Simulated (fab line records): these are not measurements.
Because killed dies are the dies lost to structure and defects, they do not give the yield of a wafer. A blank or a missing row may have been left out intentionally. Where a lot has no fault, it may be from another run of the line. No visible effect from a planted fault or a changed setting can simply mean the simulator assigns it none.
fab line records -- flow n5Finfet
[record] lots = 9, wafers = 27, lastDay = 17
route steps=1938 shown BEOL_M4@1111 BEOL_M9@1446 BEOL_M10@1472 PASSIVATION@1936
lots that met no fault: taken from a fault-free run of the same line
startH: hours from the record's opening day to when the first of the lot's shown wafers began -- waitH: how many hours have passed since the lot's step before this one -- " repeats the value in the row above -- L1.1+2: several wafers, shown together as one row -- - no value, or no start given -- * or withheld: withheld -- < > ~ a bound
route shown NAME@n: a module of which the file shows steps, and the number in the route of the first -- usual: average and standard deviation across the fault-free wafers -- same: alike in all rows -- chamber/n: place in a boat -- sites: readings site by site -- _std_site: the values' standard deviation -- _edge_site: mean of outer sites minus mean of inner sites -- radiusMm: how far each site lies from the wafer's centre -- mask NAME#n: copy n -- behind: tool/chamber where the wafer was last shaped -- hold: cause of the lot's hold/its duration in hours/its outcome -- device: the transistor (n, p or np) that didn't switch -- end of line: at the end of the route, the tests of the same wafers -- where a step has no rows: the recipe by itself -- killed: not the wafer's yield, but the dies lost to structure and defects at the first sort -- map: per-die view of a wafer (x killed, . not killed, _ where there is no die)
set.NAME: the setting as run; set.NAME@STEP: as run at that earlier step -- model.NAME: the simulator's own value behind a step, which no gauge read
route steps across a sampled set of lots; one table per step, one row per wafer
services: when a tool's chamber went out of use (startH, in hours from the record's first day, below 0 if earlier), for how many hours, and the reason
[[steps]]
[step N5_BEOL_M4_RC_MEAS_101]
[usual] DIBL_N = 36.5/1.4, DIBL_P = 36.6/1.6, IOFF_N = 0.160/0.024, IOFF_P = 0.217/0.029, ION_N = 674/8.7, ION_P = 464/6.5, SS_N = 71.6/0.47, SS_P = 73.4/0.57, VT_N = 250.0/2.5, VT_P = -250/3.1
lot.wafer,tool,chamber,startH,waitH,DIBL_N[mV/V],DIBL_P[mV/V],IOFF_N[nA/um],IOFF_P[nA/um],ION_N[uA/um],ION_P[uA/um],SS_N[mV/dec],SS_P[mV/dec],VT_N[mV],VT_P[mV]
L365.1,prober-02,0,174.07,0.0,34.3,35.8,0.140,0.193,663,465,71.6,72.8,250.5,-251
L365.2,prober-02,0,174.07,0.0,35.2,36.7,0.143,0.203,666,461,71.8,72.6,251.5,-251
L365.5,prober-02,0,174.07,0.0,35.5,36.3,0.152,0.208,671,462,71.7,73.3,249.1,-249
L374.1,prober-02,0,218.91,0.2,38.4,37.1,0.194,0.234,675,462,71.9,73.4,245.2,-250
L374.3,prober-02,0,218.91,0.2,37.3,36.7,0.182,0.243,687,467,71.9,74.1,248.5,-250
L374.6,prober-02,0,218.91,0.2,37.9,36.9,0.184,0.232,680,469,71.9,73.7,245.5,-251
L375.2,prober-02,0,242.14,0.2,39.2,39.4,0.188,0.213,679,461,72.3,74.0,248.0,-251
L375.5,prober-02,0,242.14,0.2,40.3,40.9,0.209,0.247,668,456,72.9,75.4,247.4,-249
L375.6,prober-02,0,242.14,0.2,38.9,39.0,0.170,0.197,674,455,72.2,74.6,250.9,-254
L380.1,prober-02,0,263.15,0.0,35.3,34.9,0.123,0.158,667,452,71.6,73.2,255.3,-256
L380.2,prober-02,0,263.15,0.0,36.2,35.7,0.135,0.168,672,452,71.6,72.9,253.1,-256
L380.3,prober-02,0,263.15,0.0,36.7,36.2,0.145,0.174,664,448,71.8,72.7,252.7,-255
L379.1,prober-01,0,263.39,0.0,39.6,40.9,0.225,0.299,692,480,72.1,74.3,245.3,-246
L379.2,prober-01,0,263.39,0.0,37.6,37.6,0.175,0.239,680,467,71.7,73.3,248.3,-248
L379.4,prober-01,0,263.39,0.0,34.9,34.8,0.131,0.190,664,463,70.7,73.4,250.8,-249
L382.4,prober-01,0,278.41,0.5,36.7,38.8,0.167,0.226,666,463,72.0,74.2,249.4,-253
L382.5,prober-01,0,278.41,0.5,36.8,39.0,0.173,0.231,669,459,71.6,73.8,250.7,-250
L382.6,prober-01,0,278.41,0.5,35.0,36.9,0.146,0.194,672,460,71.7,73.3,250.6,-252
L385.1,prober-01,0,286.38,0.0,35.9,35.8,0.153,0.224,681,465,71.5,73.0,249.2,-249
L385.2,prober-01,0,286.38,0.0,34.7,34.1,0.133,0.208,670,466,70.7,73.3,252.9,-246
L385.3,prober-01,0,286.38,0.0,35.5,34.8,0.139,0.221,662,465,71.4,73.3,250.5,-246
L386.1,prober-01,0,301.14,0.0,35.8,38.6,0.164,0.217,677,454,71.6,73.5,248.1,-249
L386.3,prober-01,0,301.14,0.0,34.8,37.1,0.143,0.193,677,461,70.9,73.4,252.1,-250
L386.4,prober-01,0,301.14,0.0,37.9,40.1,0.199,0.236,686,458,73.0,74.4,248.2,-249
L387.1,prober-02,0,304.14,0.0,37.0,36.3,0.169,0.218,677,459,72.2,72.9,249.2,-251
L387.3,prober-02,0,304.14,0.0,36.4,36.3,0.166,0.213,682,464,71.4,74.0,247.6,-252
L387.6,prober-02,0,304.14,0.0,36.7,36.4,0.173,0.222,680,464,72.0,73.8,247.2,-249
[step N5_BEOL_M9_TRENCH_ETCH_37]
[recipe] chemistry = C4F6/O2, targetDepthA = 1514.3, target = SiCOH_lowk, timeS = 49, ionEnergyEv = 250, pressureMtorr = 30, sourceW = 345, biasW = 185, Ar_flow_sccm = 300, C4F6_flow_sccm = 10, O2_flow_sccm = 10
[usual] drypumpMotorCurrentA = 5.7/0.43, oesProductAu = 0.80/0.071, rfVppV = 662/6.1, showerheadPlenumPTorr = 2.87/0.11, throttleValvePct = 20.94/0.21
lot.wafer,tool,chamber,startH,waitH,drypumpMotorCurrentA,oesProductAu,rfHoursCounterH,rfVppV,showerheadPlenumPTorr,throttleValvePct
L365.1,rieDiel-05,2,-,-,5.5,0.84,82,669,2.98,20.81
L365.2,rieDiel-05,3,-,-,5.3,0.69,244,660,2.81,20.87
L365.5,rieDiel-05,2,-,-,5.5,0.84,-,669,2.98,20.79
L374.1,rieDiel-05,2,-,-,5.4,0.84,95,670,2.98,20.83
L374.3,rieDiel-05,1,-,-,5.3,0.85,80,660,2.99,20.74
L374.6,rieDiel-05,2,-,-,5.4,0.83,-,669,2.98,20.81
L375.2,rieDiel-04,3,-,-,6.0,0.72,188,650,2.71,20.87
L375.5,rieDiel-04,3,-,-,6.0,0.72,-,650,2.71,20.86
L375.6,rieDiel-04,0,-,-,6.3,0.70,-,661,2.81,20.84
L380.1,rieDiel-05,2,-,-,5.4,0.80,111,668,2.97,20.83
L380.2,rieDiel-05,3,-,-,5.3,0.94,12,658,2.81,20.55
L380.3,rieDiel-05,0,-,-,6.3,0.81,91,668,2.76,21.22
L379.1,rieDiel-05,3,-,-,5.4,0.94,12,659,2.81,20.54
L379.2,rieDiel-05,1,-,-,5.3,0.83,97,661,2.99,20.77
L379.4,rieDiel-05,0,-,-,6.3,0.82,92,667,2.76,21.21
L382.4,rieDiel-03,1,-,-,5.9,0.71,-,651,2.70,21.00
L382.5,rieDiel-03,3,-,-,6.1,0.86,-,664,3.01,21.12
L382.6,rieDiel-03,0,-,-,5.4,0.72,-,666,2.83,21.17
L385.1,rieDiel-03,0,-,-,5.4,0.73,198,667,2.83,21.18
L385.2,rieDiel-03,1,-,-,6.0,0.70,240,651,2.70,21.02
L385.3,rieDiel-03,2,-,-,6.2,0.79,113,665,2.86,20.75
L386.1,rieDiel-03,3,-,-,6.1,0.85,73,664,3.01,21.15
L386.3,rieDiel-03,1,-,-,6.0,0.69,246,651,2.70,21.03
L386.4,rieDiel-03,0,-,-,5.4,0.71,205,668,2.83,21.21
L387.1,rieDiel-04,1,-,-,5.4,0.81,87,649,2.77,21.34
L387.3,rieDiel-04,0,-,-,6.3,0.70,212,661,2.81,20.83
L387.6,rieDiel-04,0,-,-,6.2,0.71,-,662,2.81,20.84
[step N5_BEOL_M9_SPUTTER_48]
[recipe] material = Cu, targetThkA = 120, tempC = -20, biasV = 60, powerW = 26000, chamberPressurePa = 0.13, timeS = 2
[usual] chuckGasFlowSccm = 1.26/0.053, chuckSensorTempC = -16.0/0.39, throttleValvePct = 30.3/1.1
lot.wafer,tool,chamber,startH,waitH,chuckGasFlowSccm,chuckSensorTempC,throttleValvePct
L365.1,pvdSputter-01,-,227.00,0.2,1.28,-16.4,29.9
L365.2,pvdSputter-01,-,227.00,0.2,1.34,-15.5,29.1
L365.5,pvdSputter-01,-,227.00,0.2,1.28,-16.4,30.3
L374.1,pvdSputter-03,-,259.95,0.1,1.28,-16.4,33.0
L374.3,pvdSputter-03,-,259.95,0.1,1.22,-16.4,31.8
L374.6,pvdSputter-03,-,259.95,0.1,1.25,-15.5,29.5
L375.2,pvdSputter-03,-,287.95,1.5,1.32,-15.6,29.2
L375.5,pvdSputter-03,-,287.95,1.5,1.25,-16.0,30.0
L375.6,pvdSputter-03,-,287.95,1.5,1.24,-16.2,31.9
L380.1,pvdSputter-01,-,308.35,0.1,1.27,-16.3,30.2
L380.2,pvdSputter-01,-,308.35,0.1,1.26,-15.4,29.5
L380.3,pvdSputter-01,-,308.35,0.1,1.30,-16.5,30.1
L379.1,pvdSputter-02,-,308.75,0.1,1.21,-15.4,30.3
L379.2,pvdSputter-02,-,308.75,0.1,1.24,-15.9,30.5
L379.4,pvdSputter-02,-,308.75,0.1,1.26,-16.4,28.3
L382.4,pvdSputter-03,-,320.31,0.0,1.19,-16.3,31.8
L382.5,pvdSputter-03,-,320.31,0.0,1.25,-16.2,30.2
L382.6,pvdSputter-03,-,320.31,0.0,1.31,-16.4,32.9
L385.1,pvdSputter-02,-,327.75,0.1,1.27,-16.2,28.1
L385.2,pvdSputter-02,-,327.75,0.1,1.24,-16.0,30.8
L385.3,pvdSputter-02,-,327.75,0.1,1.30,-15.9,30.4
L386.1,pvdSputter-03,-,344.53,0.1,1.21,-16.3,32.6
L386.3,pvdSputter-03,-,344.53,0.1,1.30,-16.4,31.8
L386.4,pvdSputter-03,-,344.53,0.1,1.32,-15.4,28.7
L387.1,pvdSputter-02,-,349.23,0.3,1.23,-15.9,30.4
L387.3,pvdSputter-02,-,349.23,0.3,1.26,-15.9,30.5
L387.6,pvdSputter-02,-,349.23,0.3,1.24,-15.2,30.7
[step N5_BEOL_M9_ECD_50]
[recipe] material = Cu, targetThkA = 3180
lot.wafer,tool,chamber,startH,waitH
L365.1+2+5,ecdCu-02,"0,1,0",227.12,0.1
L374.1+3+6,ecdCu-01,"0,1,1",260.08,0.1
L375.2+5+6,ecdCu-02,"1,0,1",288.07,0.1
L380.1+2+3,ecdCu-01,"1,0,0",308.47,0.1
L379.1+2+4,ecdCu-02,"0,1,1",308.88,0.1
L382.4+5+6,ecdCu-02,"0,1,0",320.46,0.1
L385.1+2+3,ecdCu-02,"1,0,1",327.87,0.1
L386.1+3+4,ecdCu-02,"0,1,0",344.64,0.1
L387.1+3+6,ecdCu-02,"1,0,1",349.35,0.1
[step N5_BEOL_M9_CMP_52]
[recipe] stopOn = SiCOH_lowk, tOverpolishS = 7, downForcePsi = 1, platenRpm = 50, clearingPlatenDownForcePsi = 1.5, clearingPlatenRpm = 50, postCmpClean = cuAlkaline, targetThkNm = 140, clearingPlatenPadVelocityMS = 0.99484, padVelocityMS = 0.99484
[usual] motorCurrentA = 6.4/0.66, slurryFilterDpKPa = 13.49/0.16, timeToEndpointS = 65.7/2.9
lot.wafer,tool,chamber,startH,waitH,motorCurrentA,slurryFilterDpKPa,timeToEndpointS
L365.1,cmp-04,0,227.52,0.3,6.5,13.63,62.3
L365.2,cmp-04,1,227.52,0.3,5.8,13.48,61.6
L365.5,cmp-04,1,227.52,0.3,6.6,13.38,62.3
L374.1,cmp-01,3,260.68,0.3,8.2,13.56,70.0
L374.3,cmp-01,1,260.68,0.3,6.5,13.27,70.4
L374.6,cmp-01,0,260.68,0.3,7.3,13.57,68.4
L375.2,cmp-04,3,288.51,0.2,5.6,13.29,65.7
L375.6,cmp-04,2,288.51,0.2,7.0,13.61,64.4
L375.5,cmp-04,3,288.51,0.2,5.6,13.25,65.6
L380.1,cmp-02,3,308.91,0.3,5.6,13.46,1.1
L380.3,cmp-02,0,308.91,0.3,5.9,13.54,0.6
L380.2,cmp-02,1,308.91,0.3,6.6,13.42,0.9
L379.2,cmp-04,1,309.29,0.2,6.4,13.58,0.0
L379.4,cmp-04,2,309.29,0.2,7.0,13.05,0.0
L379.1,cmp-04,3,309.29,0.2,6.0,13.57,2.1
L382.4,cmp-04,1,320.96,0.2,6.2,13.60,0.0
L382.6,cmp-04,2,320.96,0.2,6.9,13.43,1.0
L382.5,cmp-04,3,320.96,0.2,5.8,13.56,2.6
L385.2,cmp-04,1,328.44,0.2,6.7,13.45,66.4
L385.1,cmp-04,2,328.44,0.2,6.7,13.23,64.0
L385.3,cmp-04,3,328.44,0.2,5.8,13.44,71.2
L386.3,cmp-02,0,345.21,0.2,5.9,13.36,64.1
L386.4,cmp-02,2,345.21,0.2,6.7,13.10,63.9
L386.1,cmp-02,3,345.21,0.2,5.4,13.70,64.6
L387.3,cmp-02,2,349.75,0.2,6.6,13.26,65.1
L387.1,cmp-02,0,349.75,0.2,6.1,13.67,66.4
L387.6,cmp-02,2,349.75,0.2,6.5,13.30,62.6
[step N5_BEOL_M10_THK_MEAS_01]
[recipe] reads = SiCOH_lowk_of_BEOL_M10_ILD_DEP_00
[usual] M10_ILD_THK = 268/3.6
lot.wafer,tool,chamber,startH,waitH,M10_ILD_THK[nm]
L365.1,filmMetro-02,-,228.61,0.4,265
L365.2,filmMetro-02,-,228.61,0.4,266
L365.5,filmMetro-02,-,228.61,0.4,270
L374.1,filmMetro-02,-,261.76,0.4,269
L374.3,filmMetro-02,-,261.76,0.4,266
L374.6,filmMetro-02,-,261.76,0.4,270
L375.2,filmMetro-02,-,289.56,0.4,267
L375.5,filmMetro-02,-,289.56,0.4,277
L375.6,filmMetro-02,-,289.56,0.4,274
L385.1,filmMetro-01,-,329.52,0.4,264
L385.2,filmMetro-01,-,329.52,0.4,261
L385.3,filmMetro-01,-,329.52,0.4,263
L386.1,filmMetro-01,-,346.29,0.4,267
L386.3,filmMetro-01,-,346.29,0.4,268
L386.4,filmMetro-01,-,346.29,0.4,276
L387.1,filmMetro-01,-,350.84,0.4,270
L387.3,filmMetro-01,-,350.84,0.4,273
L387.6,filmMetro-01,-,350.84,0.4,277
[step N5_PASSIVATION_PROBE_49]
[usual] defectLimitedYield = 91.2/1.4, killed_at_M0_to_M3 = 34/9.4, killed_at_M4_up = 13/5.8, killedAtContacts = 13/6.4, killedAtFrontEnd = 41/11, killedAtOther = 3.1/2.3, killedDies = 103/16, killedOnRim = 13/3.4, killedOpen = 69/12, killedShort = 33/7.8, sort_bin_5_function = 5.1/0.91, sort_bin_6_memory = 3.3/0.63, sortNPass = 1077/16, sortYieldPct = 91.2/1.4
[same] grossDies = 1180, killedAtBackSide = 0, sort_bin_4_leakage[%] = 0, sort_bin_8_speed[%] = 0
lot.wafer,tool,chamber,startH,waitH,defectLimitedYield[%],killed_at_M0_to_M3,killed_at_M4_up,killedAtContacts,killedAtFrontEnd,killedAtOther,killedDies,killedOnRim,killedOpen,killedShort,sort_bin_5_function[%],sort_bin_6_memory[%],sortNPass,sortYieldPct[%]
L375.2,prober-01,-,343.46,0.1,91.9,28,12,8,45,2,95,14,59,35,5.1,2.7,1085,91.9
L375.5,prober-01,-,343.61,0.2,92.4,25,12,12,40,1,90,10,58,30,4.9,2.2,1090,92.4
L375.6,prober-01,-,343.66,0.3,94.2,10,11,9,38,0,68,9,42,26,3.6,1.6,1112,94.2
L379.1,prober-02,-,361.60,0.0,0,43,1090,6,31,10,1180,152,66,29,96.9,3.0,0,0
L379.2,prober-02,-,361.65,0.1,0,39,1088,6,43,4,1180,152,80,28,95.8,3.9,0,0
L379.4,prober-02,-,361.75,0.2,0,44,1071,7,50,8,1180,152,86,30,95.4,4.2,0,0
L380.1,prober-01,-,362.07,0.0,0,25,1097,20,33,5,1180,152,55,33,97.1,2.6,0,0
L380.2,prober-01,-,362.12,0.1,0,28,1092,24,29,7,1180,152,58,36,96.5,3.1,0,0
L380.3,prober-01,-,362.17,0.1,0,36,1076,21,41,6,1180,152,66,45,95.8,3.7,0,0
L382.4,prober-01,-,374.17,0.2,0,40,1113,4,16,7,1180,152,48,25,98.0,1.9,0,0
L382.5,prober-01,-,374.22,0.2,0,29,1113,13,25,0,1180,152,56,24,97.1,2.5,0,0
L382.6,prober-01,-,374.27,0.3,0,33,1122,4,16,5,1180,152,48,19,97.5,2.4,0,0
// killed by level:class
L375.2 BEOL_M2:geometricParticle:open=14 STI_FIN_REVEAL:geometricParticle:open=12 FIN_SAQP:geometricParticle:short=11 GATE_CUT:geometricParticle:short=6 MOL_CONTACT_COAG:geometricParticle:open=6 FIN_SAQP:geometricParticle:open=5 BEOL_M0_SAQP:geometricParticle:short=5 BEOL_M0_SAQP:geometricParticle:open=5
L375.5 MOL_CONTACT_COAG:geometricParticle:open=8 FIN_SAQP:geometricParticle:short=7 STI_FIN_REVEAL:geometricParticle:open=7 BEOL_M2:geometricParticle:open=7 FIN_SAQP:geometricParticle:open=6 BEOL_M0_SAQP:geometricParticle:short=6 SPACER0:geometricParticle:open=4 MOL_CONTACT_COAG:geometricParticle:short=4
L375.6 FIN_SAQP:geometricParticle:short=10 STI_FIN_REVEAL:geometricParticle:open=7 MOL_CONTACT_COAG:geometricParticle:open=7 FIN_SAQP:geometricParticle:open=6 BEOL_M0_SAQP:geometricParticle:short=6 GATE_CUT:geometricParticle:open=4 BEOL_M4:geometricParticle:open=4 STARTING-WAFER:geometricParticle:open=3
L379.1 BEOL_M9:areaEcd=1084 BEOL_M2:geometricParticle:open=14 STI_FIN_REVEAL:geometricParticle:open=11 BEOL_M1:geometricParticle:open=10 GATE_CUT:geometricParticle:short=5 MOL_CONTACT_COAG:geometricParticle:open=5 BEOL_M0_SAQP:geometricParticle:short=5 BEOL_M3:geometricParticle:open=4
L379.2 BEOL_M9:areaEcd=1071 BEOL_M2:geometricParticle:open=13 STI_FIN_REVEAL:geometricParticle:open=12 BEOL_M1:geometricParticle:open=10 BEOL_M4:geometricParticle:open=8 FIN_SAQP:geometricParticle:short=6 MOL_CONTACT_COAG:geometricParticle:open=6 GATE_CUT:geometricParticle:short=5
L379.4 BEOL_M9:areaEcd=1063 STI_FIN_REVEAL:geometricParticle:open=21 BEOL_M0_SAQP:geometricParticle:open=11 BEOL_M2:geometricParticle:open=10 BEOL_M1:geometricParticle:open=9 MOL_CONTACT_COAG:geometricParticle:open=7 MIM_TOP_ETCH:geometricParticle:open=5 FIN_SAQP:geometricParticle:short=4
L380.1 BEOL_M9:areaEcd=1092 MOL_CONTACT_COAG:geometricParticle:open=15 DUMMY_GATE:geometricParticle:open=7 BEOL_M0_SAQP:geometricParticle:short=7 BEOL_M3:geometricParticle:open=6 BEOL_M0_SAQP:geometricParticle:open=6 FIN_SAQP:geometricParticle:short=5 MOL_CONTACT_COAG:geometricParticle:short=5
L380.2 BEOL_M9:areaEcd=1086 MOL_CONTACT_COAG:geometricParticle:open=19 BEOL_M0_SAQP:geometricParticle:short=9 STI_FIN_REVEAL:geometricParticle:open=6 BEOL_M0_SAQP:geometricParticle:open=6 DUMMY_GATE:geometricParticle:open=5 MOL_CONTACT_COAG:geometricParticle:short=5 BEOL_M5:geometricParticle:short=5
L380.3 BEOL_M9:areaEcd=1069 MOL_CONTACT_COAG:geometricParticle:open=14 BEOL_M0_SAQP:geometricParticle:short=12 BEOL_M0_SAQP:geometricParticle:open=10 FIN_SAQP:geometricParticle:open=9 GATE_CUT:geometricParticle:short=8 BEOL_M3:geometricParticle:open=8 FIN_SAQP:geometricParticle:short=7
L382.4 BEOL_M9:areaEcd=1106 BEOL_M3:geometricParticle:open=14 BEOL_M0_SAQP:geometricParticle:short=10 BEOL_M0_SAQP:geometricParticle:open=7 PASS1_CAP:geometricParticle:open=4 STARTING-WAFER:geometricParticle:open=4 DUMMY_GATE:geometricParticle:open=3 MOL_CONTACT_COAG:geometricParticle:open=3
L382.5 BEOL_M9:areaEcd=1099 MOL_CONTACT_COAG:geometricParticle:open=10 BEOL_M3:geometricParticle:open=10 ILD0:geometricParticle:open=5 BEOL_M1:geometricParticle:open=4 BEOL_M3:geometricParticle:short=4 FIN_SAQP:geometricParticle:open=3 ILD0:geometricParticle:short=3
L382.6 BEOL_M9:areaEcd=1111 BEOL_M3:geometricParticle:open=12 BEOL_M4:geometricParticle:open=7 BEOL_M2:geometricParticle:open=5 BEOL_M2:geometricParticle:short=4 BEOL_M3:geometricParticle:short=4 FIN_SAQP:geometricParticle:open=3 MOL_CONTACT_COAG:geometricParticle:open=3
[[services]]
tool,chamber,startH,hours,kind
rieDiel-04,3,210.71,1.6,repair
cmp-02,-,218.33,5.7,pm
cmp-04,-,220.43,0.9,repair
cmp-04,-,223.47,4.0,pm
cmp-04,-,227.47,-,consumableReplace:conditioner
cmp-04,-,227.47,-,consumableReplace:pad
rieDiel-05,3,242.10,-,clean
rieDiel-05,3,242.10,-,consumableReplace:focusRing
rieDiel-05,3,242.10,27.1,scheduledDown
rieDiel-05,3,242.10,27.1,ventCycle
rieDiel-05,1,245.40,1.7,repair
cmp-02,-,247.72,1.5,repair
cmp-02,-,263.21,4.0,pm
rieDiel-04,2,270.32,2.7,repair
cmp-01,-,272.53,4.6,pm
cmp-04,-,281.99,2.7,repair
ecdCu-02,-,291.19,1.9,repair
rieDiel-04,2,293.38,3.7,repair
cmp-04,-,298.99,5.5,pm
cmp-01,-,303.39,0.9,repair
cmp-04,-,324.22,0.3,repair
cmp-01,-,328.46,8.8,repair
cmp-02,-,330.03,11.7,pm
pvdSputter-03,-,340.49,2.0,repair
[[key]]
[firstSign] step = N5_BEOL_M9_CMP_52, reading = timeToEndpointS, direction = down, sigmas = 22, usual = *, struck = *
[effect] step = N5_PASSIVATION_PROBE_49, reading = killed_at_M4_up, direction = up, sigmas = 99+, usual = 13, struck = 1096
[moreKillsBornAt] N5_BEOL_M9_ECD_50@ecdCu-02 = 6534, N5_BEOL_M9_ECD_50@ecdCu-01 = 3247
metAt N5_BEOL_M9_ECD_50
struckLots L379,L380,L382
laterRowsLeftOut L379.1,L379.2,L379.4,L380.1,L380.2,L380.3,L382.4,L382.5,L382.6
notActingAt N5_BEOL_M9_TRENCH_ETCH_37,N5_BEOL_M9_SPUTTER_48,N5_BEOL_M10_THK_MEAS_01
onsetBetween 288.07 308.47
[fault] kind = skippedStepWhole, tool = ecdCu-01,ecdCu-02, chamber = -, onsetH = 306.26, steps = N5_BEOL_M9_ECD_50, scope = struckLotsOnly
// laterRowsLeftOut: the simulator's readings of these wafers behind a module that went badly wrong aren't trusted and aren't shown, but for the sort
